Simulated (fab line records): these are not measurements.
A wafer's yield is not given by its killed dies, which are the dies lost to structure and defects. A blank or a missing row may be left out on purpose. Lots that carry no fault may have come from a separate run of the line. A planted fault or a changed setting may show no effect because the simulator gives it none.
Chamber matching + flow n5_finfet + 4 sister chambers for N5_HKMG_FIN_ETCH_67 on rie_diel-01
The step etches SOC in N2/H2, stops on TiN, target depth 388.9 nm. 4 wafers are shown with their chamber, then 8 later ones without.

== WAFERS, EACH WITH ITS CHAMBER ==
| wafer  | chamber | showerhead_plenum_p_Torr (Torr) |
|--------|---------|---------------------------------|
| L088.2 | 2       | 2.55                            |
| L090.1 | 3       | 2.42                            |
| L090.3 | 0       | 2.59                            |
| L095.2 | 1       | 2.69                            |

== WAFERS WITH NO CHAMBER GIVEN ==
| wafer  | showerhead_plenum_p_Torr (Torr) |
|--------|---------------------------------|
| L095.4 | 2.41                            |
| L095.5 | 2.41                            |
| L096.2 | 2.41                            |
| L096.3 | 2.54                            |
| L096.4 | 2.69                            |
| L097.1 | 2.41                            |
| L097.4 | 2.69                            |
| L097.6 | 2.41                            |

== THE CHAMBER EACH PASSED THROUGH ==
| wafer  | from the rows above | in truth |
|--------|---------------------|----------|
| L095.4 | 3                   | 3        |
| L095.5 | 3                   | 3        |
| L096.2 | 3                   | 3        |
| L096.3 | 2                   | 2        |
| L096.4 | 1                   | 1        |
| L097.1 | 3                   | 3        |
| L097.4 | 1                   | 1        |
| L097.6 | 3                   | 3        |
Placed correctly: 8 of 8. From these rows, 0 cannot be placed. Number placed wrongly: 0.
How it was worked out, from the rows above alone: a wafer's distance from a chamber is the root of the sum, over the readings, of the square of ((its reading less the chamber's mean) divided by the reading's scatter). The wafer belongs to the nearest chamber; if the next one is less than 2 further off, it can't be placed. Each chamber's mean is taken over the wafers shown for it. The scatter (one wafer shown for each chamber): square how far every hidden wafer sits from the nearest shown wafer, average those squares and take the square root.
